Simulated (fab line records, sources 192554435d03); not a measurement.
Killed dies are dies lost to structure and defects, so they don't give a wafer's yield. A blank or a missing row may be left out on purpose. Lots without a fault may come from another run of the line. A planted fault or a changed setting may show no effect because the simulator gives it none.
Which tool did it? | flow n5_finfet | 11 lots, 33 wafers sampled, at 4 steps of a route of 1938

WHAT THE GAUGES READ, wafer by wafer
N5_BEOL_M7_CD_MEAS_35: target cd 40 nm.
lot  | measured     | on        | cd_nm (nm)
L491 | day 9 01:26  | cd_sem-02 | 39.0 39.7 39.5
L495 | day 10 02:13 | cd_sem-01 | 40.0 40.5 40.5
L498 | day 10 10:35 | cd_sem-03 | 39.7 39.6 39.9
L499 | day 11 10:33 | cd_sem-02 | 39.5 40.0 40.2
L503 | day 12 01:09 | cd_sem-02 | 39.9 39.6 40.1
L505 | day 12 14:40 | cd_sem-02 | 40.7 39.8 40.1
L507 | day 12 17:19 | cd_sem-03 | 39.7 39.5 39.5
L506 | day 12 17:25 | cd_sem-02 | 40.3 39.4 40.5
L508 | day 13 19:23 | cd_sem-03 | 39.9 39.6 39.7
L511 | day 14 18:58 | cd_sem-02 | 39.5 40.1 39.8
L512 | day 15 05:47 | cd_sem-02 | 40.5 40.3 40.6

N5_BEOL_M8_THK_MEAS_01.
lot  | measured     | on            | M8_ILD_THK (nm)
L491 | day 9 04:29  | film_metro-01 | 152.3 150.3 154.2
L495 | day 10 05:15 | film_metro-01 | 151.2 152.7 157.0
L498 | day 10 14:11 | film_metro-02 | 153.2 157.0 157.7
L499 | day 11 13:25 | film_metro-02 | 153.3 154.6 156.4
L503 | day 12 06:45 | film_metro-01 | 166.7 158.1 156.9
L505 | day 12 19:40 | film_metro-02 | 153.8 156.5 155.3
L507 | day 12 20:26 | film_metro-01 | 156.6 156.5 157.1
L506 | day 12 20:53 | film_metro-02 | 155.4 157.7 157.3
L508 | day 13 22:32 | film_metro-01 | 158.1 157.1 157.3
L511 | day 14 22:26 | film_metro-02 | 153.8 157.3 154.3
L512 | day 15 09:55 | film_metro-01 | 152.3 157.2 153.8

WHICH TOOL RAN EACH LOT (tool, then ch and the chambers of the sampled wafers, then the start)
lot  | N5_BEOL_M7_DEGAS_44          | N5_BEOL_M8_ILD_DEP_00
L491 | pvd_sputter-03, day 9 01:48  | pecvd-04 ch 1,2, day 9 03:24
L495 | pvd_sputter-03, day 10 02:39 | pecvd-04 ch 0,1,2, day 10 04:40
L498 | pvd_sputter-02, day 10 12:00 | pecvd-03 ch 0,2, day 10 13:37
L499 | pvd_sputter-03, day 11 10:58 | pecvd-03 ch 0,1,2, day 11 12:50
L503 | pvd_sputter-02, day 12 04:23 | pecvd-04 ch 0,1,2, day 12 06:10
L505 | pvd_sputter-03, day 12 15:06 | pecvd-03 ch 0,1,2, day 12 19:05
L507 | pvd_sputter-02, day 12 17:45 | pecvd-02 ch 1,2, day 12 19:52
L506 | pvd_sputter-03, day 12 17:54 | pecvd-03 ch 1,2, day 12 20:19
L508 | pvd_sputter-03, day 13 20:16 | pecvd-03 ch 0,2, day 13 21:57
L511 | pvd_sputter-01, day 14 19:31 | pecvd-02 ch 0,1, day 14 21:50
L512 | pvd_sputter-03, day 15 06:14 | pecvd-03 ch 0,1,2, day 15 09:20
- N5_BEOL_M7_DEGAS_44: time 60 s.
- N5_BEOL_M8_ILD_DEP_00: deposits SiCOH lowk from DEMS/porogen, target thk 179.75 nm, time 33.4 s.

WHAT THE TOOLS THEMSELVES READ (means of the sampled wafers that have a number; where no wafer has one, the mark that the record gives instead)
N5_BEOL_M7_DEGAS_44.
lot  | tool           | heater_power_w (W)
L491 | pvd_sputter-03 | 325
L495 | pvd_sputter-03 | 343
L498 | pvd_sputter-02 | 350
L499 | pvd_sputter-03 | 324
L503 | pvd_sputter-02 | 351
L505 | pvd_sputter-03 | 353
L507 | pvd_sputter-02 | 326
L506 | pvd_sputter-03 | 353
L508 | pvd_sputter-03 | 349
L511 | pvd_sputter-01 | 318
L512 | pvd_sputter-03 | 355

N5_BEOL_M8_ILD_DEP_00.
lot  | tool     | heater_power_w (W) | rf_fwd_power_W (W) | showerhead_plenum_p_Torr (Torr) | susceptor_temp_C (C) | throttle_valve_pct (%)
L491 | pecvd-04 | 362                | 497.1              | 5.721                           | 299.91               | 13.9
L495 | pecvd-04 | 315                | 493.4              | 5.728                           | 300.30               | 14.1
L498 | pecvd-03 | 237                | 495.4              | 5.744                           | 300.03               | 14.3
L499 | pecvd-03 | 281                | 494.9              | 5.754                           | 300.02               | 14.5
L503 | pecvd-04 | 291                | 495.2              | 5.727                           | 296.05               | 14.1
L505 | pecvd-03 | 267                | 495.8              | 5.752                           | 300.13               | 14.4
L507 | pecvd-02 | 267                | 495.6              | 5.749                           | 299.97               | 13.6
L506 | pecvd-03 | 302                | 495.9              | 5.759                           | 299.94               | 13.8
L508 | pecvd-03 | 257                | 496.1              | 5.746                           | 299.95               | 14.4
L511 | pecvd-02 | 301                | 495.0              | 5.761                           | 299.88               | 13.6
L512 | pecvd-03 | 286                | 494.5              | 5.752                           | 300.00               | 14.5

THE ANSWER, worked out from the rows above alone
Rule: what is usual is taken from the lots themselves. Put in order of their means at a reading, lots are off if they are a third of the lots or fewer, leave a main group of 4 or more, and stand apart from it by a gap of 3 or more times the standard deviation of the main group's means; of several such gaps the widest counts. A main group whose means are all the same, to the digits that the tables above print for the reading, isn't used. A lot without any number at a reading at which 4 lots or more have one is off too. The other lots that the step has rows for count as sound. The gauges are gone through in route order, then the tools' own readings, and for those a lot's mean is taken as printed above. The first step at which some lot is off is used, and at that step the reading that is off furthest; a lot without a number counts as furthest.
Off: L503, at N5_BEOL_M8_ILD_DEP_00 (susceptor_temp_C). The main group: mean 300.01 C, standard deviation 0.12.
A tool fits if, at that step or a process step before it, it ran every lot that is off, and no sound lot after the first of them. One fits: pecvd-04 at N5_BEOL_M8_ILD_DEP_00. Its last sound lot is L495 (day 10 04:40), its first lot that is off L503 (day 12 06:10): a fault that began between those two fits.
The tool's own readings at N5_BEOL_M8_ILD_DEP_00 bear it out: on the lots that are off they differ by more than 5 times the standard deviation of the sound lots' means. susceptor_temp_C reads 296.05 C there against 300.01 C on the sound lots.

WHAT THE SIMULATOR HAD PUT IN
Process parameter drift: pecvd-04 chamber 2, from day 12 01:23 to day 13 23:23, at N5_BEOL_M8_ILD_DEP_00. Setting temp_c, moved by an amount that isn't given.
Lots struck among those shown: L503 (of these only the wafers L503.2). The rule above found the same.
